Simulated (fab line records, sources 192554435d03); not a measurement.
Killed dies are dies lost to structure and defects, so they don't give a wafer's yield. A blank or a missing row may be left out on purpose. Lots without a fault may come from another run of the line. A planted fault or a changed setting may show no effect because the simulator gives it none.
Problem report in the 8D (eight disciplines) form, filled by code | flow n5_finfet | the parts of the form that need people (team, actions taken, sign-off) are left out

1. THE PROBLEM
cd_nm at N5_SD_EPI_N_CD_MEAS_09 reads a mean of 29.2 nm on 3 wafers of 2 lots; wafers without a fault read 120.0 nm with a standard deviation of 0.57. That is -99 or more standard deviations from the usual mean.
The step: target cd 120 nm.
First seen on wafer L332.1, day 7 17:32, on cd_sem-01. The record holds 40 wafers of 14 lots with a number at this step. Rule for "out", or "out of limits": more than 4 standard deviations from the usual mean. The other wafers with a number count as sound.

2. WHAT IT IS AND WHAT IT IS NOT
question                    | is                     | is not
which readings at this step | cd_nm                  | -
which lots                  | L332, L334             | L314, L315, L316, L317, L318, L319, L320, L322, L323, L325, L326, L327
which wafers of those lots  | L332.1, L332.2, L334.2 | L334.3
read on which gauges        | cd_sem-01, cd_sem-03   | cd_sem-02
when                        | from day 7 17:32       | up to then (36 sound wafers); but 1 sound wafer of L334 came after

3. SUSPECTS, AND WHAT RULES EACH OUT
Counting: a tool at a process step up to the reading stays a suspect if it ran every lot that is out. Sound lots after the first of them don't rule it out here, since some wafers of a struck lot are sound.
- the gauge at N5_SD_EPI_N_CD_MEAS_09: ruled out. The wafers that are out were read on 2 gauges (cd_sem-01, cd_sem-03).
- ald_sin-01 at N5_SPACER0_ALD_08 (deposits SiNx, target thk 2 nm): kept. It ran every lot that is out, first L332 (day 7 17:06); its last sound lot up to then is L325 (day 6 09:30).
- litho_track-01 at N5_SD_EPI_N_PEB_07 (peb time 60 s): kept. It ran every lot that is out, first L332 (day 7 17:28); its last sound lot up to then is L325 (day 6 09:52). Its own readings are out on those wafers: heater_power_total_W.
- Within ald_sin-01 at N5_SPACER0_ALD_08: the wafers that are out ran in chambers 0, 2; their sound lot-mates ran in chamber 3.
Left after counting: ald_sin-01 at N5_SPACER0_ALD_08, litho_track-01 at N5_SD_EPI_N_PEB_07.

4. THE CAUSE (what the simulator had put in)
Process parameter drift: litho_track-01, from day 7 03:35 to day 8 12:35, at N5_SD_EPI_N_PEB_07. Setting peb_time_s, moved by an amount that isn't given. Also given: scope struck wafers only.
Counting left 2 suspects, and this tool is among them.

5. THE CHAIN OF EFFECTS, in route order
Each row: a reading whose mean over the struck wafers that have a number lies more than 3 standard deviations from the usual. Only readings for which the record gives a usual standard deviation are gone through. hours: the time from each lot's start at the first step in this table that gives one to its start at this step, as a median over the lots. sigmas: the change in usual standard deviations.
hours | step                   | reading              | usual    | on struck wafers | change | sigmas
0     | N5_SD_EPI_N_PEB_07     | heater_power_total_W | 175.5 W  | 465.5            | +290.0 | +99 or more
0     | N5_SD_EPI_N_CD_MEAS_09 | cd_nm                | 120.0 nm | 29.2             | -90.8  | -99 or more
The process steps in it:
- N5_SD_EPI_N_PEB_07: peb time 60 s.
Later measuring or inspecting steps at which every struck wafer that the step has a row for has a number for every such reading, and none has moved that far: N5_SD_EPI_N_INSPECT_11.

6. WHAT WOULD HAVE CAUGHT IT SOONER
In this record the first reading out of limits at a measuring or inspecting step was taken at day 7 17:32, 14 hours after the fault began at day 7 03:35.
The tool's own readings at N5_SD_EPI_N_PEB_07 were out on every struck wafer that the step has a row for (heater_power_total_W): an alarm limit on them would have fired on the first of those.
Of the lots that are out (2), L334 began N5_SD_EPI_N_PEB_07 on litho_track-01 after day 7 17:32. A hold on the tool at that time would have spared it.
